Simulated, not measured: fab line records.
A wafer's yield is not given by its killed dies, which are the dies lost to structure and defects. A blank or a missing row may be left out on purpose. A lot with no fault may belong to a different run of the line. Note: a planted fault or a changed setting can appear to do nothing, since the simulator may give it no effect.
Commonality check across tools -- flow nand harc -- 4 lots and 12 wafers in the sample

## THE REASON FOR OPENING IT
On 1 of the 4 lots, a flag is raised at NHARC_END_SORT_01 on the reading killed at periphery. No-fault wafers: 4, standard deviation 3.2.
Rule: a lot is flagged in two cases, either no wafer of it has a number, or all its wafers with numbers fall more than 4 standard deviations from that mean. All remaining lots are regarded as sound.

lot,measured,on,"killed at periphery, wafer by wafer",flag
L777,day 25 18:08,prober-01,4 5 3,
L780,day 27 07:16,prober-02,0 5 3,
L781,day 28 01:11,prober-01,16 14 6,
L786,day 29 10:23,prober-02,631 619 631,FLAGGED
Averaged over the flagged lots the numbers come to 627, +623 from the usual (+99 or more standard deviations).

## WHICH TOOL EACH LOT WENT THROUGH
3 process steps preceding the reading are held in the record, out of 1302 steps in the route. Read each cell as the tool, then ch plus the chambers that the sampled wafers visited, then the start.
lot,flag,NHARC_P_GATE_ALD_36,NHARC_P_GATE_EXPOSE_56,NHARC_P_GATE_STRIP_76
L777,,"ald sin-04 ch 0,2,3, day 6 17:34","krf scanner-02 ch 0, day 7 04:46","plasma asher-02 ch 0,1, day 7 05:43"
L780,,"ald sin-04 ch 0,3, day 7 23:17","krf scanner-03 ch 0, day 8 11:27","plasma asher-01 ch 0,1, day 8 12:25"
L781,,"ald sin-01 ch 0,2, day 8 15:30","krf scanner-02 ch 0, day 9 03:43","plasma asher-02 ch 0,1, day 9 04:40"
L786,FLAGGED,"ald sin-04 ch 0,1,3, day 10 11:07","krf scanner-04 ch 0, day 10 21:10","plasma asher-02 ch 0,1, day 10 22:07"
What the steps here do:
- NHARC_P_GATE_ALD_36: deposits SiNx, target thk 20 nm, pulse time 60 s, ald cycles 223.
- NHARC_P_GATE_EXPOSE_56: exposes mask P PSD, target cd 720 nm.
- NHARC_P_GATE_STRIP_76: strips in O2.
- NHARC_END_SORT_01

## FLAGGED AGAINST TOTAL, ONE TOOL AT A TIME (gauges that did the reading follow at the end)
step,tool,lots run,flagged,share of the flagged lots,sound lots run after its first flagged lot
NHARC_P_GATE_ALD_36,ald sin-01,1,0,none,-
NHARC_P_GATE_ALD_36,ald sin-04,3,1,all,0
NHARC_P_GATE_EXPOSE_56,krf scanner-02,2,0,none,-
NHARC_P_GATE_EXPOSE_56,krf scanner-03,1,0,none,-
NHARC_P_GATE_EXPOSE_56,krf scanner-04,1,1,all,0
NHARC_P_GATE_STRIP_76,plasma asher-01,1,0,none,-
NHARC_P_GATE_STRIP_76,plasma asher-02,3,1,all,0
NHARC_END_SORT_01,prober-01,2,0,none,-
NHARC_END_SORT_01,prober-02,2,1,all,0

## WHAT THE TABLE PERMITS
4 rows of the table ran every flagged lot: ald sin-04 at NHARC_P_GATE_ALD_36, krf scanner-04 at NHARC_P_GATE_EXPOSE_56, plasma asher-02 at NHARC_P_GATE_STRIP_76, prober-02 at NHARC_END_SORT_01.
- ald sin-04 at NHARC_P_GATE_ALD_36: 1 of its 3 lots flagged. Last sound lot L780 at day 7 23:17, first flagged lot L786 at day 10 11:07; a fault beginning in between fits.
- krf scanner-04 at NHARC_P_GATE_EXPOSE_56: 1 of its 1 lot flagged. No sound lot ran on it before its first flagged lot in this sample; the start therefore can't be narrowed down.
- plasma asher-02 at NHARC_P_GATE_STRIP_76: 1 of its 3 lots flagged. Last sound lot L781 at day 9 04:40, first flagged lot L786 at day 10 22:07; a fault beginning in between fits.
- prober-02 at NHARC_END_SORT_01: 1 of its 2 lots flagged. Last sound lot L780 at day 27 07:16, first flagged lot L786 at day 29 10:23; a fault beginning in between fits.
These 4 tools cannot be told apart by counting lots, since each of them fits a fault that started at some hour. More lots, or a look at what each step does to the wafer, might.

## WHAT THE SIMULATOR HAD PUT IN
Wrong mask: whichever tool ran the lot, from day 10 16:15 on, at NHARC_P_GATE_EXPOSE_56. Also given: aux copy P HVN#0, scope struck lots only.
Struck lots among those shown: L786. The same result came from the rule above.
